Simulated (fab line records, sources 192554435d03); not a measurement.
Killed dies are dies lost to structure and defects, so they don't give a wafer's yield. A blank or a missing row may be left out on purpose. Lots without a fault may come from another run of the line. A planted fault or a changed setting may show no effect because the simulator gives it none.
Chamber matching | flow n5_finfet | N5_HKMG_FIN_ALD_21 on ald_metal-01: 4 sister chambers
The step deposits TiN, target thk 1.5 nm, pulse time 1 s, purge time 3 s. 8 wafers are shown with their chamber, then 8 later ones without.

WAFERS WITH THEIR CHAMBER
wafer  | chamber | heater_power_w (W) | precursor_pulse_height_rel
L080.1 | 3       | 892                | 1.026
L081.6 | 0       | 1082               | 0.969
L083.4 | 3       | 888                | 0.981
L083.6 | 1       | 831                | 1.012
L084.1 | 0       | 1068               | 0.979
L084.4 | 2       | 984                | 1.041
L084.6 | 2       | 985                | 1.006
L086.2 | 1       | 850                | 1.041

WAFERS WITHOUT THEIR CHAMBER
wafer  | heater_power_w (W) | precursor_pulse_height_rel
L086.5 | 882                | 1.005
L086.6 | 814                | 0.973
L087.1 | 874                | 1.027
L087.2 | 829                | 0.992
L087.6 | 1070               | 0.996
L089.3 | 1088               | 1.003
L089.4 | 1006               | 1.022
L089.5 | 994                | 1.011

WHICH CHAMBER EACH WENT THROUGH
wafer  | from the rows above     | in truth
L086.5 | 3                       | 3
L086.6 | 1                       | 1
L087.1 | can't be placed: 3 or 1 | 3
L087.2 | 1                       | 1
L087.6 | 0                       | 0
L089.3 | 0                       | 0
L089.4 | 2                       | 2
L089.5 | 2                       | 2
Placed correctly: 7 of 8. Can't be placed from these rows: 1 (the true chamber is among the candidates in 1). Placed wrongly: 0.
How it was worked out, from the rows above alone: a wafer's distance from a chamber is the root of the sum, over the readings, of the square of ((its reading less the chamber's mean) divided by the reading's scatter). The wafer belongs to the nearest chamber; if the next one is less than 2 further off, it can't be placed. A chamber's mean is the mean of its shown wafers. The scatter: the root of (the sum of the squares of (reading less its chamber's mean) over the shown wafers, divided by (wafers less chambers)).
